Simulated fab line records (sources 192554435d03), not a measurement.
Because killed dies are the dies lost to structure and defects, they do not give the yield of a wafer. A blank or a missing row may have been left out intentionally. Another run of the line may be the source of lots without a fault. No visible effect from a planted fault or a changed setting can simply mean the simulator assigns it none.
Code-filled problem report in 8D (eight disciplines) form + flow n5_finfet + the parts of the form that need people (team, actions taken, sign-off) are left out

## 1. WHAT WENT WRONG
VT_N_LONG at N5_BEOL_M4_RC_MEAS_101 reads a mean of 369.8 mV on 1 wafer of 1 lot; wafers without a fault read 274.8 mV with a standard deviation of 2.2. That puts it +43 standard deviations away from the usual mean.
First seen on wafer L544.3, day 12 01:05, on prober-02. The record holds 9 wafers of 3 lots with a number at this step. By rule, "out" or "out of limits" means more than 4 standard deviations away from the usual mean. Any other wafer with a number is counted as sound.

## 2. WHAT THIS IS AND IS NOT
| question                    | is                                                                            | is not                                          |
|-----------------------------|-------------------------------------------------------------------------------|-------------------------------------------------|
| which readings at this step | VT_N_LONG, IOFF_N, IOFF_N_85C, IOFF_N_LIN, IOFF_N_LONG, ION_N, VT_N, VT_N_LVT | DIBL_N, DIBL_P, IOFF_P, ION_P, SS_N, SS_P, VT_P |
| which lots                  | L544                                                                          | L535, L539                                      |
| which wafers of those lots  | L544.3                                                                        | L544.2, L544.5                                  |
| read on which gauges        | prober-02                                                                     | prober-01                                       |
| when                        | from day 12 01:05                                                             | up to then (8 sound wafers)                     |

## 3. THE SUSPECTS, EACH WITH WHAT RULES IT OUT
Counting: a tool at a process step up to the reading stays a suspect if it ran every lot that is out. Sound lots after the first of them don't rule it out here, since some wafers of a struck lot are sound.
- the gauge at N5_BEOL_M4_RC_MEAS_101: kept. All the wafers that are out were read on prober-02, and no step on other tools shows them out.
- wet_bench-05 at N5_HKMG_FIN_WET_ETCH_18 (etches TiN in SC1, time 55 s, target depth 5.2 nm, rinse time 30 s): kept. L544, the lot that is out, went through it at day 8 01:36; up to then, the latest sound lot through it was L539 at day 6 17:39.
- Within wet_bench-05 at N5_HKMG_FIN_WET_ETCH_18: the wafers that are out ran in chamber 0; their sound lot-mates ran in chambers 1, 7.
After counting, wet_bench-05 at N5_HKMG_FIN_WET_ETCH_18 and prober-02 at N5_BEOL_M4_RC_MEAS_101 remain.

## 4. THE CAUSE (what the simulator had put in)
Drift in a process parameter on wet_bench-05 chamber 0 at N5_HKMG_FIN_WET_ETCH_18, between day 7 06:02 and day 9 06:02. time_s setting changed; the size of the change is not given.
This tool is one of the 2 suspects left after counting.

## 5. THE CHAIN OF EFFECTS, in route order
Rows list readings where the struck wafers' mean (over those with a number) sits beyond 3 standard deviations from the usual. Only readings whose record carries a usual standard deviation are examined. hours: median over the lots of the time between each lot's start at the first step of this table that gives one and its start at this step. sigmas: the change, counted in usual standard deviations.
| hours | step                    | reading        | usual          | on struck wafers | change    | sigmas |
|-------|-------------------------|----------------|----------------|------------------|-----------|--------|
| 0     | N5_BEOL_M4_RC_MEAS_101  | IOFF_N         | 0.164 nA/um    | 0.005            | -0.159    | -6.4   |
| 0     | N5_BEOL_M4_RC_MEAS_101  | IOFF_N_85C     | 3.2 nA/um      | 0.2              | -3.0      | -7.7   |
| 0     | N5_BEOL_M4_RC_MEAS_101  | IOFF_N_LIN     | 0.075 nA/um    | 0.002            | -0.073    | -7.6   |
| 0     | N5_BEOL_M4_RC_MEAS_101  | IOFF_N_LONG    | 5.55e-05 nA/um | 2.18e-05         | -3.37e-05 | -16    |
| 0     | N5_BEOL_M4_RC_MEAS_101  | ION_N          | 675 uA/um      | 472              | -203      | -21    |
| 0     | N5_BEOL_M4_RC_MEAS_101  | VT_N           | 249.2 mV       | 346.5            | +97.3     | +36    |
| 0     | N5_BEOL_M4_RC_MEAS_101  | VT_N_LONG      | 274.8 mV       | 369.8            | +95.0     | +43    |
| 0     | N5_BEOL_M4_RC_MEAS_101  | VT_N_LVT       | 98.0 mV        | 193.5            | +95.5     | +33    |
| 103   | N5_PASSIVATION_PROBE_49 | sort_n_pass    | 1075           | 0                | -1075     | -67    |
| 103   | N5_PASSIVATION_PROBE_49 | sort_yield_pct | 91.1 %         | 0.0              | -91.1     | -65    |
Process steps it contains:
- N5_PASSIVATION_PROBE_49

## 6. WHAT WOULD HAVE CAUGHT IT SOONER
115 hours passed between the start of the fault at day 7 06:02 and the first reading out of limits at a measuring or inspecting step in this record, taken at day 12 01:05.
All the lots that are out (1) had begun N5_HKMG_FIN_WET_ETCH_18 on wet_bench-05 by day 12 01:05. Tool hold at that time: it would have spared none of them.
